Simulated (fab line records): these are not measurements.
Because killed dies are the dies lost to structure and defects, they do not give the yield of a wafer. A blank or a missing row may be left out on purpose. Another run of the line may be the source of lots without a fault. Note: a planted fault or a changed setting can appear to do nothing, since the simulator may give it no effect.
Which tool did it?	flow nand_harc	11 lots with 33 wafers sampled at 3 steps, on a route of 1302 steps

## WHAT THE GAUGES SHOWED, per wafer
NHARC_P_M2_OVL_MEAS_10: pitch 340 nm.
lot	measured	on	overlay_x_nm (nm)
L336	day 6 10:52	overlay-01	-0.6 -0.1 -0.7
L337	day 7 04:24	overlay-01	0.8 0.7 0.0
L338	day 7 14:02	overlay-01	-0.2 0.1 0.7
L339	day 7 16:44	overlay-02	-0.3 -0.2 -0.1
L345	day 10 06:00	overlay-02	41.4 40.5 40.7
L348	day 11 08:11	overlay-01	0.3 -0.6 -0.3
L349	day 11 19:17	overlay-01	41.7 42.0 41.1
L352	day 13 12:32	overlay-01	-1.1 -0.2 -1.0
L353	day 13 16:11	overlay-02	0.0 -0.3 0.2
L358	day 15 21:10	overlay-01	1.2 1.2 1.7
L359	day 16 09:36	overlay-01	1.1 0.2 1.0

## TOOL THAT RAN EACH LOT (tool first, then ch and the chambers of the sampled wafers, then the start)
lot	NHARC_P_M1_ETCH_28	NHARC_P_M2_EXPOSE_06
L336	rie_diel-03 ch 0,1,3, day 6 10:39 or earlier	arfi_scanner-01 ch 0, day 6 10:39
L337	rie_diel-06 ch 2,3, day 7 04:10 or earlier	arfi_scanner-03 ch 0, day 7 04:10
L338	rie_diel-03 ch 1,3, day 7 13:49 or earlier	arfi_scanner-03 ch 0, day 7 13:49
L339	rie_diel-06 ch 0,1,2, day 7 16:31 or earlier	arfi_scanner-01 ch 0, day 7 16:31
L345	rie_diel-03 ch 0,2,3, day 10 05:47 or earlier	arfi_scanner-01 ch 0, day 10 05:47
L348	rie_diel-06 ch 0,1,3, day 11 07:58 or earlier	arfi_scanner-02 ch 0, day 11 07:58
L349	rie_diel-06 ch 0,1,3, day 11 19:04 or earlier	arfi_scanner-01 ch 0, day 11 19:04
L352	rie_diel-03 ch 0,3, day 13 12:19 or earlier	arfi_scanner-02 ch 0, day 13 12:19
L353	rie_diel-06 ch 0,1,3, day 13 15:57 or earlier	arfi_scanner-02 ch 0, day 13 15:57
L358	rie_diel-03 ch 0,3, day 15 20:56 or earlier	arfi_scanner-02 ch 0, day 15 20:56
L359	rie_diel-03 ch 0,2,3, day 16 09:22 or earlier	arfi_scanner-03 ch 0, day 16 09:22
- NHARC_P_M1_ETCH_28: etches the open film in CF4/N2, target depth 30 nm, time 72.99 s.
- NHARC_P_M2_EXPOSE_06: exposes mask P M2, target cd 170 nm.

## THE ANSWER, worked out from the rows above alone
Rule: usual is defined by the lots themselves. The widest of any qualifying gaps counts: lots, ordered by their means at a reading, are off when they make up no more than a third of the lots, leave a main group of 4 or more, and stand apart from it by 3 or more times the standard deviation of that group's means. A main group whose means are all the same, to the digits that the tables above print for the reading, isn't used. A lot without any number at a reading at which 4 lots or more have one is off too. Where the step has rows for the other lots, those lots are counted as sound.
Off at NHARC_P_M2_OVL_MEAS_10 (overlay_x_nm): L345, L349. Mean 0.1 nm and standard deviation 0.62 in the main group.
A tool fits if, at a process step before that reading, it ran every lot that is off, and no sound lot after the first of them. The gauges at NHARC_P_M2_OVL_MEAS_10 are tried like those tools. Because NHARC_P_M1_ETCH_28 lacks a start for some lots, the hours and order of its lots are taken from NHARC_P_M2_EXPOSE_06. One fits: arfi_scanner-01 at NHARC_P_M2_EXPOSE_06. Its last sound lot is L339 (day 7 16:31), its first lot that is off L345 (day 10 05:47): a fault that began between those two fits.

## WHAT THE SIMULATOR HAD PUT IN
Scanner matching overlay: arfi_scanner-01, from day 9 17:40 on, at NHARC_P_M2_EXPOSE_06. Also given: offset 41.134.
Struck lots among those shown: L345, L349. Same finding as the rule above.
